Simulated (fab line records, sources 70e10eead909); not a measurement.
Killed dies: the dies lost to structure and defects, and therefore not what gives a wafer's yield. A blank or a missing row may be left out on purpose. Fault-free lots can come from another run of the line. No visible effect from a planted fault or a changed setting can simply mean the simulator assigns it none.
Matching of chambers + flow nand harc + NHARC_A_STAIRCASE_DESCUM_219 on rie diel-03 has 4 sister chambers
The step chemistry O2, time 3 s. 8 wafers are shown with their chamber, then 10 later ones without.

WAFERS WITH THEIR CHAMBER
| wafer  | chamber | showerhead plenum p Torr (Torr) | oes product au (a.u.) |
|--------|---------|---------------------------------|-----------------------|
| L086.4 | 0       | 1.87                            | 0.995                 |
| L086.5 | 3       | 1.89                            | 1.028                 |
| L087.1 | 2       | 2.07                            | 0.988                 |
| L091.1 | 2       | 2.07                            | 0.995                 |
| L091.2 | 1       | 1.96                            | 1.008                 |
| L091.5 | 3       | 1.88                            | 1.038                 |
| L093.1 | 0       | 1.87                            | 0.998                 |
| L093.3 | 1       | 1.96                            | 1.005                 |

WAFERS WHOSE CHAMBER IS MISSING
| wafer  | showerhead plenum p Torr (Torr) | oes product au (a.u.) |
|--------|---------------------------------|-----------------------|
| L093.6 | 1.87                            | 0.996                 |
| L094.1 | 1.87                            | 1.002                 |
| L094.4 | 2.06                            | 0.987                 |
| L094.5 | 1.96                            | 0.998                 |
| L096.2 | 2.06                            | 0.990                 |
| L096.4 | 1.88                            | 1.024                 |
| L096.6 | 2.06                            | 0.982                 |
| L097.1 | 1.86                            | 1.004                 |
| L097.3 | 1.96                            | 1.019                 |
| L097.5 | 1.96                            | 1.006                 |

THE CHAMBER EACH PASSED THROUGH
| wafer  | from the rows above | in truth |
|--------|---------------------|----------|
| L093.6 | 0                   | 0        |
| L094.1 | 0                   | 0        |
| L094.4 | 2                   | 2        |
| L094.5 | 1                   | 1        |
| L096.2 | 2                   | 2        |
| L096.4 | 3                   | 3        |
| L096.6 | 2                   | 2        |
| L097.1 | 0                   | 0        |
| L097.3 | 1                   | 1        |
| L097.5 | 1                   | 1        |
Correctly placed: 10 of 10. Left unplaced by these rows: 0. Placed wrongly: 0.
How it was worked out, from the rows above alone: a wafer's distance from a chamber is the root of the sum, over the readings, of the square of ((its reading less the chamber's mean) divided by the reading's scatter). The wafer belongs to the nearest chamber; if the next one is less than 2 further off, it can't be placed. For every chamber, the mean is computed from those of its wafers that are shown. How the scatter is found: for the shown wafers, subtract from each reading the mean of its chamber, square and add these, divide the total by (wafers less chambers), then take the root.
